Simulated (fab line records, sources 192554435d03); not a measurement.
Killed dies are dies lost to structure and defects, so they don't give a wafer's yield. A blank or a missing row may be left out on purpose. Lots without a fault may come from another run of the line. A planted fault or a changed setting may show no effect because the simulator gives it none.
fab line records | flow n5_finfet
record lots=24 wafers=72 last_day=18
route steps=1938 shown BEOL_M4@1045
lots that met no fault: from a run of the same line without faults
start_h: hours from the record's first day to the start of the lot's first wafer shown | wait_h: hours since the lot's step before | " the same as in the row above | L1.1+2: a row that stands for several wafers | - no value, or no start given | * or withheld: withheld | < > ~ a bound
route shown NAME@n: a module of which the file shows steps, and the number in the route of the first | usual: mean/standard deviation of fault-free wafers | same: alike in all rows | chamber/n: place in a boat | sites: the reading at each site | _std_site: their standard deviation | _edge_site: outer sites' mean less inner sites' | radius_mm: how far each site lies from the wafer's centre | mask NAME#n: copy n | behind: the tool/chamber that last shaped the wafer | hold: why the lot was held/for how many hours/how that ended | device: the transistor (n, p or np) that didn't switch | end of line: the same wafers' tests at the end of the route | a step without rows: its recipe alone | killed: dies lost to structure and defects at the first sort, not the wafer's yield | map: a wafer's dies, x killed, . not, _ none there
set.NAME: the setting as run; set.NAME@STEP: as run at that earlier step | model.NAME: the simulator's own value behind a step, which no gauge read
steps of the route over a sample of lots; a table a step, a row a wafer
services: from which hour (start_h, from the record's first day; less than 0 if before it) a tool's chamber was out of use, for how many hours, and why
## steps
# step N5_BEOL_M4_STRIP_19
# recipe chemistry=O2 power_w=400 temp_c=40 pressure_mtorr=30 rf_frequency_hz=6e+07 bias_power_w=0 overash_fraction=0.2 o2_flow_sccm=225
# usual chamber_pressure_mTorr=30.00/0.031 drypump_motor_current_A=5.6/0.47 oes_product_au=0.81/0.071 rf_vpp_V=3.7/0.48 showerhead_plenum_p_Torr=2.12/0.082 throttle_valve_pct=16.67/0.23
# columns lot.wafer tool chamber start_h wait_h chamber_pressure_mTorr drypump_motor_current_A oes_product_au rf_hours_counter_h rf_vpp_V showerhead_plenum_p_Torr throttle_valve_pct
L074.1 rie_diel-06 1 154.36 0.1 30.00 6.2 0.88 34 3.6 2.24 16.73
L074.4 " 2 " " 30.01 5.8 0.71 - 3.2 2.08 16.93
L074.5 " 3 " " 29.97 5.7 0.69 - 3.4 2.17 17.14
L075.2 rie_diel-01 3 159.99 0.1 29.96 5.3 0.80 90 4.1 2.03 16.30
L075.4 " 1 " " 29.96 5.6 0.69 218 4.3 2.07 16.82
L075.6 " 1 " " 30.04 5.6 0.69 - 3.5 2.07 16.80
L076.1 rie_diel-06 3 168.67 0.3 30.05 5.7 0.68 233 3.2 2.16 17.14
L076.2 " 0 " " 29.99 4.8 0.84 58 4.3 2.22 16.79
L076.4 " 1 " " 30.00 6.3 0.87 38 4.3 2.23 16.72
L077.1 rie_diel-06 0 172.37 0.1 30.02 4.8 0.85 59 4.3 2.22 16.80
L077.2 " 3 " " 29.93 5.7 0.68 235 4.0 2.16 17.14
L077.5 " 0 " " 29.98 4.8 0.85 - 3.5 2.22 16.78
L078.2 rie_diel-06 3 183.54 0.1 30.02 5.7 0.68 239 3.0 2.16 17.16
L078.4 " 0 " " 30.01 4.8 0.83 63 3.8 2.22 16.80
L078.6 " 1 " " 29.96 6.2 0.86 - 3.6 2.23 16.73
L079.3 rie_diel-05 2 184.31 0.1 29.96 5.6 0.87 71 5.2 2.03 16.81
L079.4 " 1 " " 30.00 6.1 0.90 21 3.9 2.14 16.35
L079.6 " 1 " " 30.04 6.1 0.90 - 3.0 2.14 16.36
L080.3 rie_diel-05 2 191.58 0.2 30.04 5.6 0.85 73 3.6 2.02 16.81
L080.5 " 0 " " 29.97 5.5 0.86 - 3.3 2.04 16.36
L080.6 " 1 " " 29.97 6.1 0.89 - 3.8 2.14 16.37
L081.2 rie_diel-01 3 200.61 0.1 30.02 5.4 0.79 105 3.7 2.03 16.34
L081.3 " 2 " " 29.94 5.3 0.77 124 3.5 2.03 16.55
L081.4 " 1 " " 30.03 5.7 0.69 233 3.8 2.07 16.83
L082.2 rie_diel-01 3 208.19 0.1 29.99 5.3 0.79 107 3.9 2.03 16.36
L082.4 " 1 " " 29.96 5.6 0.69 235 3.4 2.07 16.85
L082.6 " 0 " " 30.00 6.2 0.69 - 3.3 2.07 17.11
L083.1 rie_diel-01 2 209.65 0.1 29.97 5.3 0.77 126 4.2 2.03 16.55
L083.2 " 1 " " 29.96 5.6 0.69 235 3.6 2.07 16.84
L083.3 " 3 " " 29.99 5.4 0.79 107 3.2 2.03 16.33
L084.2 rie_diel-05 0 220.81 0.1 30.03 5.5 0.85 52 3.7 2.04 16.39
L084.4 " 2 " " 29.96 5.7 0.85 84 3.1 2.02 16.83
L084.5 " 2 " " 30.04 5.7 0.85 - 2.5 2.02 16.81
L085.1 rie_diel-06 0 226.23 0.1 29.98 4.8 0.82 77 3.5 2.21 16.81
L085.3 " 1 " " 30.01 6.2 0.84 57 3.7 2.23 16.77
L085.5 " 0 " " 29.96 4.8 0.82 - 2.3 2.21 16.83
L086.2 rie_diel-05 0 231.23 0.1 30.04 5.5 0.85 55 4.7 2.04 16.39
L086.3 " 1 " " 30.00 6.1 0.88 36 3.0 2.14 16.40
L086.6 " 3 " " 29.99 5.0 0.86 - 3.2 2.22 16.52
L087.1 rie_diel-06 0 234.42 0.1 30.03 4.8 0.82 81 4.1 2.21 16.86
L087.3 " 2 " " 29.99 5.8 0.69 232 3.2 2.07 16.94
L087.6 " 1 " " 30.01 6.2 0.84 - 4.4 2.23 16.76
L089.1 rie_diel-05 1 241.73 0.1 30.02 6.1 0.87 40 3.7 2.14 16.40
L089.5 " 1 " " 29.98 6.1 0.87 - 3.8 2.14 16.40
L089.6 " 0 " " 30.06 5.5 0.83 - 4.2 2.03 16.40
L088.1 rie_diel-05 3 248.69 0.1 30.05 4.9 0.85 50 3.1 2.22 16.53
L088.4 " 1 " " 29.99 6.1 0.86 41 3.4 2.14 16.40
L088.6 " 3 " " 29.98 4.9 0.86 - 4.2 2.22 16.52
L090.1 rie_diel-05 2 248.73 0.1 29.98 5.7 0.83 92 4.5 2.02 16.84
L090.3 " 1 " " 29.99 6.1 0.87 41 3.1 2.14 16.39
L090.4 " 3 " " 30.02 4.9 0.85 50 3.8 2.22 16.52
L093.1 rie_diel-01 0 267.42 0.1 29.98 6.2 0.99 1 3.9 2.06 16.66
L093.3 " 3 " " 29.97 5.4 0.77 131 2.8 2.02 16.38
L093.4 " 3 " " 30.04 5.4 0.76 - 4.4 2.02 16.38
L091.2 rie_diel-06 0 269.63 0.1 30.00 4.8 0.81 90 3.5 2.21 16.85
L091.5 " 3 " " 29.97 5.7 0.92 - 3.1 2.15 16.71
L091.6 " 0 " " 29.96 4.8 0.81 - 4.0 2.21 16.86
L092.1 rie_diel-01 3 272.03 0.1 30.02 5.4 0.76 133 3.7 2.02 16.38
L092.2 " 2 " " 30.05 5.3 0.74 151 3.8 2.02 16.60
L092.4 " 0 " " 29.99 6.2 0.97 - 3.9 2.06 16.66
L094.1 rie_diel-05 1 272.17 0.1 29.99 6.1 0.84 51 3.2 2.13 16.41
L094.5 " 0 " " 29.98 5.5 0.83 - 4.3 2.03 16.41
L094.6 " 1 " " 29.98 6.1 0.85 - 3.5 2.13 16.42
L095.3 rie_diel-05 0 279.48 0.1 29.95 5.5 0.82 72 3.5 2.03 16.43
L095.4 " 3 " " 29.96 5.0 0.84 62 4.0 2.21 16.56
L095.6 " 3 " " 30.03 5.0 0.84 - 2.9 2.21 16.55
L096.1 rie_diel-05 3 291.78 0.2 29.98 5.0 0.83 66 3.6 2.21 16.54
L096.4 " 2 " " 30.00 5.6 0.81 109 3.6 2.01 16.88
L096.5 " 3 " " 30.00 4.9 0.84 - 3.1 2.21 16.57
L097.1 rie_diel-06 1 312.58 0.2 30.01 6.2 0.80 93 4.2 2.21 16.82
L097.3 " 0 " " 30.05 4.8 0.78 108 3.8 2.20 16.88
L097.5 " 0 " " 30.00 4.8 0.78 - 3.8 2.20 16.88
# step N5_BEOL_M4_DEGAS_44
# recipe ambient=vacuum temp_c=250 time_s=60
# usual heater_power_w=341/30
# columns lot.wafer tool chamber start_h wait_h heater_power_w
L074.1 pvd_sputter-03 - 156.37 0.2 347
L074.4 " - " " 296
L074.5 " - " " 343
L075.2 pvd_sputter-01 - 161.43 0.1 365
L075.4 " - " " 358
L075.6 " - " " 366
L076.1 pvd_sputter-01 - 172.24 0.2 335
L076.2 " - " " 326
L076.4 " - " " 373
L077.1 pvd_sputter-03 - 174.65 0.3 313
L077.2 " - " " 344
L077.5 " - " " 307
L078.2 pvd_sputter-02 - 185.16 0.1 324
L078.4 " - " " 419
L078.6 " - " " 323
L079.3 pvd_sputter-03 - 187.77 1.7 300
L079.4 " - " " 347
L079.6 " - " " 308
L080.3 pvd_sputter-03 - 193.20 0.3 305
L080.5 " - " " 340
L080.6 " - " " 292
L081.2 pvd_sputter-02 - 204.33 0.4 370
L081.3 " - " " 325
L081.4 " - " " 429
L082.2 pvd_sputter-02 - 210.19 0.6 325
L082.4 " - " " 432
L082.6 " - " " 337
L083.1 pvd_sputter-03 - 211.42 0.1 333
L083.2 " - " " 302
L083.3 " - " " 303
L084.2 pvd_sputter-02 - 222.46 0.0 335
L084.4 " - " " 366
L084.5 " - " " 415
L085.1 pvd_sputter-03 - 231.68 0.4 340
L085.3 " - " " 299
L085.5 " - " " 295
L086.2 pvd_sputter-03 - 236.25 1.0 344
L086.3 " - " " 297
L086.6 " - " " 344
L087.1 pvd_sputter-02 - 236.71 0.0 346
L087.3 " - " " 326
L087.6 " - " " 341
L089.1 pvd_sputter-01 - 251.32 0.4 315
L089.5 " - " " 329
L089.6 " - " " 332
L088.1 pvd_sputter-01 - 255.58 0.5 327
L088.4 " - " " 334
L088.6 " - " " 340
L090.1 pvd_sputter-03 - 256.50 0.3 299
L090.3 " - " " 294
L090.4 " - " " 344
L093.1 pvd_sputter-01 - 271.89 0.5 363
L093.3 " - " " 338
L093.4 " - " " 364
L091.2 pvd_sputter-01 - 275.27 0.5 365
L091.5 " - " " 356
L091.6 " - " " 331
L092.1 pvd_sputter-01 - 275.45 0.2 362
L092.2 " - " " 337
L092.4 " - " " 368
L094.1 pvd_sputter-03 - 275.53 0.0 309
L094.5 " - " " 337
L094.6 " - " " 302
L095.3 pvd_sputter-01 - 282.41 0.1 339
L095.4 " - " " 328
L095.6 " - " " 328
L096.1 pvd_sputter-03 - 303.46 0.2 352
L096.4 " - " " 303
L096.5 " - " " 348
L097.1 pvd_sputter-02 - 314.92 0.1 335
L097.3 " - " " 416
L097.5 " - " " 327
# step N5_BEOL_M4_ANNEAL_82
# recipe temp_c=400 time_s=240 ambient=vacuum
# usual heater_power_w=850/81
# columns lot.wafer tool chamber start_h wait_h heater_power_w
L074.1 pvd_sputter-02 - 157.71 0.0 817
L074.4 " - " " 782
L074.5 " - " " 837
L075.2 pvd_sputter-03 - 162.57 0.0 854
L075.4 " - " " 845
L075.6 " - " " 748
L076.1 pvd_sputter-03 - 173.33 0.0 891
L076.2 " - " " 755
L076.4 " - " " 848
L077.1 pvd_sputter-03 - 175.81 0.0 757
L077.2 " - " " 733
L077.5 " - " " 850
L078.2 pvd_sputter-03 - 186.25 0.0 739
L078.4 " - " " 759
L078.6 " - " " 776
L079.3 pvd_sputter-03 - 189.35 0.0 733
L079.4 " - " " 869
L079.6 " - " " 860
L080.3 pvd_sputter-03 - 194.56 0.0 839
L080.5 " - " " 875
L080.6 " - " " 731
L081.2 pvd_sputter-01 - 205.40 0.0 842
L081.3 " - " " 916
L081.4 " - " " 914
L082.2 pvd_sputter-02 - 211.64 0.0 841
L082.4 " - " " 785
L082.6 " - " " 837
L083.1 pvd_sputter-03 - 212.71 0.0 759
L083.2 " - " " 857
L083.3 " - " " 878
L084.2 pvd_sputter-01 - 223.53 0.0 891
L084.4 " - " " 862
L084.5 " - " " 850
L085.1 pvd_sputter-02 - 233.12 0.0 843
L085.3 " - " " 937
L085.5 " - " " 845
L086.2 pvd_sputter-02 - 237.65 0.0 917
L086.3 " - " " 1031
L086.6 " - " " 811
L087.1 pvd_sputter-01 - 238.79 0.0 823
L087.3 " - " " 881
L087.6 " - " " 911
L089.1 pvd_sputter-02 - 253.52 0.0 1023
L089.5 " - " " 844
L089.6 " - " " 858
L088.1 pvd_sputter-01 - 256.66 0.0 890
L088.4 " - " " 916
L088.6 " - " " 904
L090.1 pvd_sputter-03 - 257.97 0.0 740
L090.3 " - " " 763
L090.4 " - " " 854
L093.1 pvd_sputter-01 - 273.05 0.0 911
L093.3 " - " " 900
L093.4 " - " " 821
L091.2 pvd_sputter-02 - 276.41 0.0 840
L091.5 " - " " 923
L091.6 " - " " 826
L092.1 pvd_sputter-03 - 276.86 0.0 744
L092.2 " - " " 756
L092.4 " - " " 862
L094.1 pvd_sputter-02 - 278.48 0.0 839
L094.5 " - " " 938
L094.6 " - " " 809
L095.3 pvd_sputter-03 - 283.53 0.0 760
L095.4 " - " " 866
L095.6 " - " " 768
L096.1 pvd_sputter-02 - 305.80 0.0 922
L096.4 " - " " 816
L096.5 " - " " 855
L097.1 pvd_sputter-03 - 316.14 0.0 749
L097.3 " - " " 893
L097.5 " - " " 837
# step N5_BEOL_M4_ANNEAL_87
# recipe temp_c=400 time_s=240 ambient=vacuum
# usual heater_power_w=850/78
# columns lot.wafer tool chamber start_h wait_h heater_power_w
L074.1 pvd_sputter-02 - 157.93 0.0 814
L074.4 " - " " 798
L074.5 " - " " 854
L075.2 pvd_sputter-03 - 162.79 0.0 873
L075.4 " - " " 859
L075.6 " - " " 763
L076.1 pvd_sputter-03 - 173.55 0.0 859
L076.2 " - " " 747
L076.4 " - " " 844
L077.1 pvd_sputter-03 - 176.03 0.0 763
L077.2 " - " " 767
L077.5 " - " " 847
L078.2 pvd_sputter-03 - 186.47 0.0 770
L078.4 " - " " 756
L078.6 " - " " 755
L079.3 pvd_sputter-03 - 189.57 0.0 752
L079.4 " - " " 865
L079.6 " - " " 873
L080.3 pvd_sputter-03 - 194.78 0.0 851
L080.5 " - " " 875
L080.6 " - " " 773
L081.2 pvd_sputter-01 - 205.62 0.0 848
L081.3 " - " " 888
L081.4 " - " " 909
L082.2 pvd_sputter-02 - 211.86 0.0 837
L082.4 " - " " 814
L082.6 " - " " 841
L083.1 pvd_sputter-03 - 212.93 0.0 743
L083.2 " - " " 867
L083.3 " - " " 872
L084.2 pvd_sputter-01 - 223.75 0.0 895
L084.4 " - " " 883
L084.5 " - " " 868
L085.1 pvd_sputter-02 - 233.34 0.0 854
L085.3 " - " " 907
L085.5 " - " " 850
L086.2 pvd_sputter-02 - 237.87 0.0 937
L086.3 " - " " 1058
L086.6 " - " " 811
L087.1 pvd_sputter-01 - 239.01 0.0 839
L087.3 " - " " 887
L087.6 " - " " 902
L089.1 pvd_sputter-02 - 253.74 0.0 1058
L089.5 " - " " 826
L089.6 " - " " 859
L088.1 pvd_sputter-01 - 256.88 0.0 888
L088.4 " - " " 903
L088.6 " - " " 905
L090.1 pvd_sputter-03 - 258.19 0.0 765
L090.3 " - " " 744
L090.4 " - " " 855
L093.1 pvd_sputter-01 - 273.27 0.0 900
L093.3 " - " " 910
L093.4 " - " " 821
L091.2 pvd_sputter-02 - 276.65 0.0 843
L091.5 " - " " 906
L091.6 " - " " 793
L092.1 pvd_sputter-03 - 278.50 1.5 744
L092.2 " - " " 761
L092.4 " - " " 875
L094.1 pvd_sputter-02 - 278.72 0.0 835
L094.5 " - " " 916
L094.6 " - " " 805
L095.3 pvd_sputter-03 - 283.75 0.0 739
L095.4 " - " " 848
L095.6 " - " " 787
L096.1 pvd_sputter-02 - 306.02 0.0 905
L096.4 " - " " 815
L096.5 " - " " 861
L097.1 pvd_sputter-03 - 316.36 0.0 722
L097.3 " - " " 848
L097.5 " - " " 852
# step N5_BEOL_M4_ANNEAL_93
# recipe temp_c=400 time_s=240 ambient=vacuum
# usual heater_power_w=850/81
# columns lot.wafer tool chamber start_h wait_h heater_power_w
L074.1 pvd_sputter-02 - 158.59 0.0 829
L074.4 " - " " 811
L074.5 " - " " 837
L075.2 pvd_sputter-03 - 163.45 0.0 865
L075.4 " - " " 860
L075.6 " - " " 764
L076.1 pvd_sputter-03 - 174.21 0.0 871
L076.2 " - " " 747
L076.4 " - " " 867
L077.1 pvd_sputter-03 - 176.69 0.0 762
L077.2 " - " " 772
L077.5 " - " " 853
L078.2 pvd_sputter-03 - 187.13 0.0 741
L078.4 " - " " 753
L078.6 " - " " 758
L079.3 pvd_sputter-03 - 190.23 0.0 737
L079.4 " - " " 865
L079.6 " - " " 856
L080.3 pvd_sputter-03 - 195.44 0.0 851
L080.5 " - " " 858
L080.6 " - " " 740
L081.2 pvd_sputter-01 - 206.28 0.0 840
L081.3 " - " " 886
L081.4 " - " " 925
L082.2 pvd_sputter-02 - 212.52 0.0 856
L082.4 " - " " 817
L082.6 " - " " 852
L083.1 pvd_sputter-03 - 213.59 0.0 737
L083.2 " - " " 881
L083.3 " - " " 849
L084.2 pvd_sputter-01 - 224.41 0.0 878
L084.4 " - " " 900
L084.5 " - " " 821
L085.1 pvd_sputter-02 - 234.00 0.0 858
L085.3 " - " " 903
L085.5 " - " " 828
L086.2 pvd_sputter-02 - 238.53 0.0 911
L086.3 " - " " 1050
L086.6 " - " " 813
L087.1 pvd_sputter-01 - 239.67 0.0 797
L087.3 " - " " 901
L087.6 " - " " 886
L089.1 pvd_sputter-02 - 254.40 0.0 1049
L089.5 " - " " 834
L089.6 " - " " 828
L088.1 pvd_sputter-01 - 257.54 0.0 914
L088.4 " - " " 901
L088.6 " - " " 897
L090.1 pvd_sputter-03 - 258.85 0.0 758
L090.3 " - " " 752
L090.4 " - " " 839
L093.1 pvd_sputter-01 - 273.93 0.0 894
L093.3 " - " " 899
L093.4 " - " " 813
L091.2 pvd_sputter-02 - 277.40 0.0 839
L091.5 " - " " 919
L091.6 " - " " 811
L092.1 pvd_sputter-03 - 279.16 0.0 760
L092.2 " - " " 763
L092.4 " - " " 870
L094.1 pvd_sputter-02 - 279.47 0.0 858
L094.5 " - " " 922
L094.6 " - " " 826
L095.3 pvd_sputter-03 - 284.41 0.0 753
L095.4 " - " " 857
L095.6 " - " " 772
L096.1 pvd_sputter-02 - 306.68 0.0 927
L096.4 " - " " 835
L096.5 " - " " 833
L097.1 pvd_sputter-03 - 317.02 0.0 745
L097.3 " - " " 878
L097.5 " - " " 851
# step N5_BEOL_M4_THK_MEAS_53
# recipe thk_meas_gauge=xrf reads=Cu_of_BEOL_M4_ECD_50
# usual M4_THK=39.8/1.6
# columns lot.wafer tool chamber start_h wait_h M4_THK[nm]
L074.1 film_metro-02 - 162.43 - 40.7
L074.4 " - " " 40.0
L074.5 " - " " 40.7
L075.2 film_metro-02 - 167.51 - 37.2
L075.4 " - " " 36.6
L075.6 " - " " 38.4
L076.1 film_metro-01 - 178.81 - 38.8
L076.2 " - " " 37.5
L076.4 " - " " 38.9
L077.1 film_metro-01 - 180.88 - 37.8
L077.2 " - " " 37.9
L077.5 " - " " 37.0
L078.2 film_metro-02 - 190.78 - 38.6
L078.4 " - " " 39.0
L078.6 " - " " 39.5
L079.3 film_metro-01 - 193.78 - 37.1
L079.4 " - " " 37.8
L079.6 " - " " 37.8
L080.3 film_metro-01 - 199.96 - 41.8
L080.5 " - " " 41.9
L080.6 " - " " 42.0
L081.2 film_metro-01 - 209.14 - 37.1
L081.3 " - " " 38.1
L081.4 " - " " 39.1
L082.2 film_metro-02 - 217.60 - 39.8
L082.4 " - " " 40.1
L082.6 " - " " 40.3
L083.1 film_metro-01 - 218.59 - 40.6
L083.2 " - " " 41.1
L083.3 " - " " 40.8
L084.2 film_metro-01 - 226.84 - 39.4
L084.4 " - " " 41.6
L084.5 " - " " 40.6
L085.1 film_metro-01 - 236.62 - 40.6
L085.3 " - " " 41.1
L085.5 " - " " 38.0
L086.2 film_metro-01 - 239.68 - 41.4
L086.3 " - " " 38.7
L086.6 " - " " 39.6
L087.1 film_metro-01 - 240.82 - 39.3
L087.3 " - " " 39.9
L087.6 " - " " 40.6
L089.1 film_metro-01 - 255.71 - 39.1
L089.5 " - " " 39.3
L089.6 " - " " 40.0
L088.1 film_metro-02 - 260.26 - 38.8
L088.4 " - " " 39.1
L088.6 " - " " 38.7
L090.1 film_metro-01 - 261.51 - 40.4
L090.3 " - " " 40.5
L090.4 " - " " 43.5
L093.1 film_metro-01 - 275.09 - 40.3
L093.3 " - " " 37.9
L093.4 " - " " 39.3
L091.2 film_metro-01 - 278.60 - 42.0
L091.5 " - " " 40.0
L091.6 " - " " 42.3
L092.1 film_metro-02 - 280.32 - 42.5
L092.2 " - " " 39.1
L092.4 " - " " 39.5
L094.1 film_metro-02 - 280.67 - 39.1
L094.5 " - " " 39.7
L094.6 " - " " 40.9
L095.3 film_metro-02 - 285.56 - 40.6
L095.4 " - " " 42.6
L095.6 " - " " 41.0
L096.1 film_metro-02 - 307.82 - 39.2
L096.4 " - " " 39.3
L096.5 " - " " 40.1
L097.1 film_metro-02 - 318.17 - 40.9
L097.3 " - " " 39.8
L097.5 " - " " 41.3
## services
# columns tool chamber start_h hours kind
rie_diel-06 0 149.96 9.6 repair
rie_diel-06 - 186.01 2.8 pm
rie_diel-06 2 193.07 5.0 repair
rie_diel-06 3 217.63 - clean
rie_diel-06 3 217.63 - consumable_replace:focus_ring
rie_diel-01 0 246.77 - clean
rie_diel-01 0 246.77 - consumable_replace:focus_ring
rie_diel-01 0 246.77 17.1 scheduled_down
rie_diel-01 0 246.77 17.1 vent_cycle
rie_diel-06 0 248.46 12.2 repair
rie_diel-06 2 253.30 11.7 repair
rie_diel-01 1 263.83 - clean
rie_diel-01 1 263.83 - consumable_replace:focus_ring
rie_diel-01 1 263.83 23.1 scheduled_down
rie_diel-01 1 263.83 23.1 vent_cycle
pvd_sputter-03 - 285.89 3.8 repair
rie_diel-06 2 297.24 - clean
rie_diel-06 2 297.24 - consumable_replace:focus_ring
rie_diel-06 2 297.24 22.7 scheduled_down
rie_diel-06 2 297.24 22.7 vent_cycle
## key
fault none
